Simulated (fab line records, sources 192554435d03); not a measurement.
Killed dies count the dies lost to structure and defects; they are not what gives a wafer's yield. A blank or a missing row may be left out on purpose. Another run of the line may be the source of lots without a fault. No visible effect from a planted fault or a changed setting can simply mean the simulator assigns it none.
fab line records	flow n5_finfet	part 2 of 2: steps 5 to 6 of 6
record: lots: 24	wafers: 72	last_day: 21
route steps=1938 shown MOL_CONTACT_COAG@613 BEOL_M0_SAQP@634
lots that met no fault: taken from a fault-free run of the same line
start_h: the number of hours between the record's first day and the start of the first shown wafer of the lot	wait_h: hours since the lot's step before	" as in the row above	L1.1+2: a row that stands for several wafers	- value missing, or start not given	* or withheld: withheld	< > ~ a bound
route shown NAME@n: NAME is a module with steps in the file, n the number in the route of the first one	usual: mean and standard deviation over wafers with no fault	same: alike in all rows	chamber/n: place in a boat	sites: per-site readings	_std_site: the values' standard deviation	_edge_site: the outer-site mean with the inner-site mean subtracted	radius_mm: how far each site lies from the wafer's centre	mask NAME#n: copy n	behind: the most recent tool/chamber to have shaped the wafer	hold: reason for holding the lot/hours on hold/outcome of the hold	device: the transistor (n, p or np) that didn't switch	end of line: the route-end tests of the same wafers	a step given without rows: its recipe and nothing more	killed: count of dies lost to structure and defects at first sort (not the wafer's yield)	map: dies across one wafer; x = killed, . = not, _ = none there
set.NAME: setting as actually run; set.NAME@STEP: the setting as run at that earlier step	model.NAME: the simulator's own value behind a step, which no gauge read
a sample of lots followed through the steps of the route, with each step as a table and each wafer as a row
services: a tool's chamber out of use, with start hour (start_h, from the record's first day; less than 0 if before it), hours out, and reason
== steps ==
step: N5_BEOL_M0_SAQP_ETCH_83
recipe: chemistry: CF4	target: SiARC	target_depth_a: 390	mask_material: CAR-ArF	time_s: 65	ion_energy_ev: 80	pressure_mtorr: 40	source_w: 545	bias_w: 36	Ar_flow_sccm: 100	cf4_flow_sccm: 100	ends: cleared
usual: drypump_motor_current_A: 5.6/0.38	etch_rf_on_time_s: 65.5/2	oes_product_au: 0.66/0.066	rf_vpp_V: 184.2/1.2	showerhead_plenum_p_Torr: 2.16/0.072	throttle_valve_pct: 15.63/0.21
lot.wafer	tool	chamber	start_h	wait_h	drypump_motor_current_A	etch_rf_on_time_s	oes_product_au	rf_hours_counter_h	rf_vpp_V	showerhead_plenum_p_Torr	throttle_valve_pct
L074.1	rie_diel-06	3	104.67	0.0	6.1	63.0	0.59	240	184.7	2.19	15.88
L074.4	"	0	"	"	5.8	66.1	0.68	103	183.9	2.15	15.71
L074.6	"	1	"	"	5.6	65.6	0.73	-	186.0	2.25	15.23
L075.2	rie_diel-06	3	110.59	0.0	6.1	62.1	0.60	242	184.4	2.19	15.88
L075.3	"	2	"	"	5.6	65.9	0.62	194	184.3	2.15	15.62
L075.4	"	1	"	"	5.5	65.9	0.72	55	185.6	2.25	15.22
L076.2	rie_diel-02	2	127.66	0.0	5.0	68.9	0.61	199	185.7	2.21	15.64
L076.4	"	0	"	"	4.8	63.5	0.61	217	182.4	2.02	15.99
L076.6	"	1	"	"	6.4	67.9	0.70	-	186.4	2.26	15.47
L077.2	rie_diel-06	1	127.89	0.0	5.5	65.4	0.72	58	186.1	2.24	15.21
L077.3	"	0	"	"	5.8	66.3	0.68	108	183.7	2.15	15.73
L077.5	"	3	"	"	6.1	63.5	0.59	-	184.9	2.19	15.90
L078.2	rie_diel-06	2	128.30	0.0	5.5	65.2	0.63	197	182.0	2.15	15.64
L078.4	"	3	"	"	6.0	62.6	0.59	245	183.9	2.19	15.90
L078.5	"	1	"	"	5.6	64.9	0.74	-	186.9	2.24	15.23
L080.2	rie_diel-06	2	146.42	0.0	5.5	66.0	0.62	202	186.0	2.14	15.65
L080.4	"	1	"	"	5.6	66.4	0.71	63	185.1	2.24	15.23
L080.5	"	2	"	"	5.6	66.5	0.62	-	182.0	2.14	15.66
L079.4	rie_diel-05	3	151.48	0.0	5.7	65.5	0.64	156	183.3	2.05	15.48
L079.5	"	1	"	"	5.6	66.8	0.62	-	185.7	2.22	15.79
L079.6	"	0	"	"	5.0	67.3	0.62	-	182.7	2.06	15.73
L082.3	rie_diel-06	0	152.26	0.0	5.8	67.7	0.67	115	184.1	2.15	15.74
L082.4	"	1	"	"	5.6	66.1	0.72	65	186.1	2.24	15.24
L082.6	"	3	"	"	6.1	63.1	0.59	-	184.1	2.19	15.90
L081.3	rie_diel-05	1	153.57	0.0	5.6	66.7	0.61	187	183.8	2.22	15.79
L081.5	"	0	"	"	5.0	67.0	0.62	-	182.9	2.06	15.72
L081.6	"	1	"	"	5.5	65.5	0.62	-	184.8	2.22	15.78
L083.2	rie_diel-06	2	159.95	0.0	5.5	66.7	0.61	206	183.2	2.14	15.65
L083.3	"	0	"	"	5.8	66.9	0.66	117	184.5	2.15	15.77
L083.6	"	1	"	"	5.5	65.9	0.71	-	185.3	2.24	15.26
L084.1	rie_diel-05	0	168.86	0.0	5.0	66.6	0.62	164	182.6	2.06	15.73
L084.4	"	2	"	"	6.1	63.1	0.68	116	184.4	2.26	15.54
L084.5	"	2	"	"	6.1	63.0	0.69	-	185.4	2.25	15.53
L085.2	rie_diel-05	3	177.42	0.0	5.7	64.9	0.64	167	183.6	2.05	15.52
L085.3	"	2	"	"	6.1	63.3	0.68	120	184.8	2.25	15.52
L085.4	"	0	"	"	5.0	67.1	0.62	168	182.4	2.06	15.76
L086.2	rie_diel-05	0	181.74	0.0	5.0	67.7	0.60	171	182.3	2.05	15.75
L086.3	"	2	"	"	6.1	63.4	0.67	122	183.7	2.25	15.53
L086.4	"	3	"	"	5.7	66.4	0.63	169	182.1	2.05	15.51
L087.1	rie_diel-02	2	185.07	0.0	5.0	67.7	0.60	211	184.7	2.20	15.66
L087.2	"	0	"	"	4.8	63.8	0.60	232	184.2	2.01	16.03
L087.6	"	3	"	"	5.7	68.1	0.70	-	184.5	2.08	15.83
L088.2	rie_diel-06	3	187.85	0.0	6.0	61.5	0.86	3	184.0	2.19	15.40
L088.5	"	2	"	"	5.5	67.7	0.59	-	182.7	2.14	15.69
L088.6	"	3	"	"	6.0	62.0	0.86	-	183.9	2.19	15.39
L089.1	rie_diel-05	2	195.32	0.0	6.1	63.8	0.68	130	186.3	2.25	15.55
L089.2	"	1	"	"	5.6	66.3	0.61	207	184.3	2.21	15.85
L089.4	"	3	"	"	5.7	65.2	0.64	170	184.1	2.04	15.52
L090.3	rie_diel-06	1	205.86	0.0	5.6	65.3	0.69	89	185.4	2.23	15.29
L090.4	"	0	"	"	5.8	66.5	0.65	139	183.5	2.14	15.79
L090.6	"	3	"	"	6.1	60.7	0.84	-	183.8	2.18	15.41
L091.3	rie_diel-06	2	210.88	0.0	5.5	66.0	0.60	230	185.1	2.13	15.71
L091.4	"	0	"	"	5.8	66.3	0.65	141	184.5	2.14	15.80
L091.5	"	1	"	"	5.5	64.7	0.70	-	185.3	2.23	15.28
L092.2	rie_diel-06	1	214.78	0.0	5.5	65.2	0.69	93	185.8	2.23	15.29
L092.3	"	3	"	"	6.1	60.7	0.84	13	182.8	2.18	15.42
L092.5	"	1	"	"	5.6	65.0	0.69	-	184.8	2.23	15.28
L093.2	rie_diel-02	3	219.34	0.0	5.7	67.3	0.69	86	183.0	2.08	15.84
L093.3	"	0	"	"	4.8	62.9	0.59	244	182.7	2.01	16.04
L093.6	"	0	"	"	4.8	63.0	0.60	-	182.4	2.01	16.05
L094.2	rie_diel-02	3	231.13	0.0	5.7	66.6	0.70	90	183.4	2.08	15.84
L094.3	"	2	"	"	5.0	67.9	0.60	224	185.8	2.20	15.70
L094.4	"	0	"	"	4.8	62.8	0.59	248	183.1	2.01	16.05
L095.1	rie_diel-06	3	236.73	0.0	6.1	61.5	0.82	19	184.7	2.18	15.44
L095.2	"	1	"	"	5.5	65.8	0.69	98	184.8	2.23	15.31
L095.6	"	3	"	"	6.1	61.3	0.81	-	182.7	2.18	15.44
L096.1	rie_diel-06	1	237.38	0.0	5.6	65.5	0.69	99	185.4	2.23	15.31
L096.2	"	3	"	"	6.1	61.4	0.82	19	184.2	2.18	15.44
L096.5	"	3	"	"	6.1	61.2	0.82	-	184.9	2.18	15.44
L097.4	rie_diel-05	2	244.92	0.0	6.1	62.8	0.66	144	184.0	2.25	15.58
L097.5	"	1	"	"	5.6	65.0	0.60	-	184.4	2.21	15.84
L097.6	"	0	"	"	5.0	66.8	0.60	-	182.4	2.05	15.78
step: N5_BEOL_M0_SAQP_ETCH_107
recipe: chemistry: CH3F/O2	target: SiNx	target_depth_a: 300	mask_material: SOC	pressure_mtorr: 30	source_w: 395	bias_w: 73	Ar_flow_sccm: 150	CH3F_flow_sccm: 30	O2_flow_sccm: 20	ion_energy_ev: 120
usual: drypump_motor_current_A: 5.6/0.4	oes_product_au: 0.77/0.071	rf_vpp_V: 301/7.7	showerhead_plenum_p_Torr: 2.02/0.076	throttle_valve_pct: 16.38/0.23
lot.wafer	tool	chamber	start_h	wait_h	drypump_motor_current_A	oes_product_au	rf_hours_counter_h	rf_vpp_V	showerhead_plenum_p_Torr	throttle_valve_pct
L074.1	rie_diel-02	3	107.46	0.0	5.7	0.86	55	320	1.93	16.45
L074.4	"	1	"	"	6.4	0.84	61	309	2.11	16.17
L074.6	"	0	"	"	4.8	0.71	-	304	1.89	16.74
L075.2	rie_diel-06	2	112.90	0.0	5.5	0.74	195	294	2.00	16.36
L075.3	"	0	"	"	5.8	0.79	105	304	2.01	16.50
L075.4	"	3	"	"	6.0	0.70	242	305	2.06	16.73
L076.2	rie_diel-05	0	130.02	0.0	5.0	0.74	153	309	1.91	16.43
L076.4	"	1	"	"	5.5	0.72	183	289	2.08	16.55
L076.6	"	3	"	"	5.7	0.75	-	300	1.91	16.23
L077.2	rie_diel-06	0	130.19	0.0	5.8	0.80	109	305	2.01	16.50
L077.3	"	3	"	"	6.1	0.69	246	305	2.06	16.74
L077.5	"	2	"	"	5.5	0.73	-	293	2.00	16.37
L078.2	rie_diel-06	3	130.75	0.0	6.1	0.69	246	306	2.06	16.71
L078.4	"	0	"	"	5.8	0.79	109	305	2.01	16.50
L078.5	"	1	"	"	5.6	0.85	-	302	2.09	15.92
L080.2	rie_diel-02	3	148.71	0.0	5.7	0.85	65	320	1.93	16.47
L080.4	"	2	"	"	5.0	0.72	203	295	2.06	16.36
L080.5	"	0	"	"	4.8	0.72	-	303	1.88	16.78
L079.4	rie_diel-02	0	154.17	0.0	4.8	0.71	225	302	1.88	16.77
L079.5	"	3	"	"	5.7	0.84	-	320	1.93	16.47
L079.6	"	0	"	"	4.8	0.71	-	303	1.88	16.76
L082.3	rie_diel-06	1	155.33	0.0	5.6	0.83	66	301	2.09	15.94
L082.4	"	3	"	"	6.1	0.68	252	306	2.06	16.73
L082.6	"	1	"	"	5.6	0.83	-	303	2.09	15.93
L081.3	rie_diel-06	2	156.64	0.0	5.5	0.72	205	293	2.00	16.39
L081.5	"	0	"	"	5.8	0.79	-	305	2.01	16.52
L081.6	"	1	"	"	5.6	0.84	-	300	2.09	15.94
L083.2	rie_diel-06	0	162.41	0.0	5.8	0.78	118	305	2.01	16.51
L083.3	"	1	"	"	5.5	0.83	68	300	2.09	15.94
L083.6	"	1	"	"	5.5	0.83	-	303	2.09	15.94
L084.1	rie_diel-05	0	171.33	0.0	5.0	0.73	165	308	1.91	16.44
L084.4	"	1	"	"	5.6	0.72	194	290	2.08	16.58
L084.5	"	0	"	"	5.0	0.73	-	308	1.91	16.46
L085.2	rie_diel-05	0	180.53	0.0	5.0	0.73	170	307	1.91	16.45
L085.3	"	1	"	"	5.6	0.71	199	292	2.07	16.56
L085.4	"	2	"	"	6.2	0.78	-	293	2.11	16.28
L086.2	rie_diel-05	1	184.41	0.0	5.6	0.70	201	288	2.07	16.58
L086.3	"	2	"	"	6.1	0.78	124	294	2.11	16.29
L086.4	"	0	"	"	5.0	0.72	-	307	1.91	16.47
L087.1	rie_diel-06	2	187.70	0.0	5.6	0.71	222	292	1.99	16.41
L087.2	"	0	"	"	5.8	0.77	133	305	2.00	16.55
L087.6	"	0	"	"	5.8	0.77	-	306	2.00	16.55
L088.2	rie_diel-05	2	190.60	0.0	6.1	0.78	128	293	2.11	16.30
L088.5	"	2	"	"	6.1	0.77	-	294	2.11	16.30
L088.6	"	1	"	"	5.6	0.70	-	291	2.07	16.58
L089.1	rie_diel-05	3	197.74	0.0	5.7	0.75	171	299	1.91	16.28
L089.2	"	2	"	"	6.1	0.79	131	293	2.11	16.30
L089.4	"	0	"	"	5.0	0.72	179	308	1.90	16.49
L090.3	rie_diel-06	2	208.35	0.0	5.5	0.70	228	292	1.99	16.42
L090.4	"	1	"	"	5.5	0.81	90	303	2.08	15.99
L090.6	"	2	"	"	5.5	0.71	-	292	1.99	16.42
L091.3	rie_diel-06	2	213.35	0.0	5.6	0.71	231	293	1.99	16.43
L091.4	"	3	"	"	6.1	0.98	-	304	2.05	16.26
L091.5	"	1	"	"	5.6	0.81	-	302	2.08	15.99
L092.2	rie_diel-05	1	217.35	0.0	5.6	0.70	215	291	2.07	16.61
L092.3	"	2	"	"	6.1	0.77	137	293	2.10	16.31
L092.5	"	2	"	"	6.1	0.77	-	292	2.10	16.31
L093.2	rie_diel-05	0	221.88	0.0	5.0	0.71	189	309	1.90	16.50
L093.3	"	2	"	"	6.1	0.77	139	295	2.10	16.33
L093.6	"	2	"	"	6.1	0.77	-	293	2.10	16.33
L094.2	rie_diel-05	0	234.27	0.0	5.0	0.71	191	310	1.90	16.50
L094.3	"	3	"	"	5.7	0.73	179	299	1.90	16.28
L094.4	"	1	"	"	5.5	0.71	220	291	2.07	16.62
L095.1	rie_diel-06	1	239.05	0.0	5.6	0.80	99	301	2.08	16.00
L095.2	"	0	"	"	5.8	0.76	143	305	2.00	16.57
L095.6	"	0	"	"	5.8	0.76	-	305	2.00	16.58
L096.1	rie_diel-02	3	239.67	0.0	5.7	0.82	92	320	1.92	16.51
L096.2	"	0	"	"	4.9	0.70	250	304	1.87	16.82
L096.5	"	0	"	"	4.8	0.69	-	303	1.87	16.82
L097.4	rie_diel-06	0	247.22	0.0	5.8	0.76	146	305	2.00	16.56
L097.5	"	0	"	"	5.8	0.75	-	304	2.00	16.57
L097.6	"	1	"	"	5.5	0.80	-	302	2.08	16.01
== services ==
tool	chamber	start_h	hours	kind
rie_diel-03	3	73.73	36.7	repair
rie_diel-04	3	94.76	1.6	repair
rie_diel-05	-	95.09	0.1	repair
pecvd-02	-	98.74	1.0	repair
pvd_sputter-02	-	104.96	7.7	repair
pecvd-02	-	106.63	5.5	pm
rie_diel-01	-	114.20	2.8	pm
rie_diel-03	2	115.16	18.1	repair
pvd_sputter-03	-	116.35	55.4	repair
rie_diel-06	3	141.41	1.3	repair
rie_diel-06	3	156.83	2.9	repair
rie_diel-06	3	159.87	-	clean
rie_diel-02	-	169.40	14.6	pm
rie_diel-05	3	183.44	8.8	repair
rie_diel-02	-	192.18	1.3	repair
pecvd-03	1	201.85	11.8	repair
rie_diel-03	0	206.78	4.0	repair
rie_diel-02	2	210.62	5.7	repair
rie_diel-06	0	211.17	17.1	repair
pvd_sputter-03	-	216.35	1.0	repair
rie_diel-05	3	216.50	6.9	repair
rie_diel-03	2	238.86	1.8	repair
pecvd-03	-	241.91	1.2	repair
rie_diel-06	-	246.41	0.3	repair
